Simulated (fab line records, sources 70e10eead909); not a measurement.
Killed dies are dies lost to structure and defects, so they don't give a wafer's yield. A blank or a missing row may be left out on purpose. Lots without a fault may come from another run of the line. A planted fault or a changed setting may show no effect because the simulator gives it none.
Chamber matching | flow nand_harc | NHARC_P_GATE_PRECLEAN_99 on wet_bench-07: 7 sister chambers
The step cleans in SC1. 7 wafers are shown with their chamber, then 7 later ones without.

WAFERS WITH THEIR CHAMBER
wafer  | chamber | sc1_h2o2_end_mol_l
L310.1 | 1       | 0.3694
L310.2 | 0       | 0.3703
L312.3 | 3       | 0.3691
L324.6 | 5       | 0.3700
L325.3 | 6       | 0.3685
L325.4 | 7       | 0.3690
L326.4 | 4       | 0.3699

WAFERS WITHOUT THEIR CHAMBER
wafer  | sc1_h2o2_end_mol_l
L326.5 | 0.3694
L327.3 | 0.3706
L327.4 | 0.3695
L327.6 | 0.3693
L330.2 | 0.3706
L330.3 | 0.3696
L330.6 | 0.3700

WHICH CHAMBER EACH WENT THROUGH
wafer  | from the rows above               | in truth
L326.5 | can't be placed: 1 or 3           | 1
L327.3 | can't be placed: 0 or 5           | 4
L327.4 | can't be placed: 1 or 3 or 4      | 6
L327.6 | can't be placed: 1 or 3 or 7      | 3
L330.2 | can't be placed: 0 or 5           | 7
L330.3 | can't be placed: 1 or 4 or 5 or 3 | 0
L330.6 | can't be placed: 5 or 4 or 0      | 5
Placed correctly: 0 of 7. Can't be placed from these rows: 7 (the true chamber is among the candidates in 3). Placed wrongly: 0.
How it was worked out, from the rows above alone: a wafer's distance from a chamber is the root of the sum, over the readings, of the square of ((its reading less the chamber's mean) divided by the reading's scatter). The wafer belongs to the nearest chamber; if the next one is less than 2 further off, it can't be placed. A chamber's mean is the mean of its shown wafers. The scatter: with one shown wafer a chamber, the root of the mean of the squares of how far each hidden wafer lies from its nearest shown one.
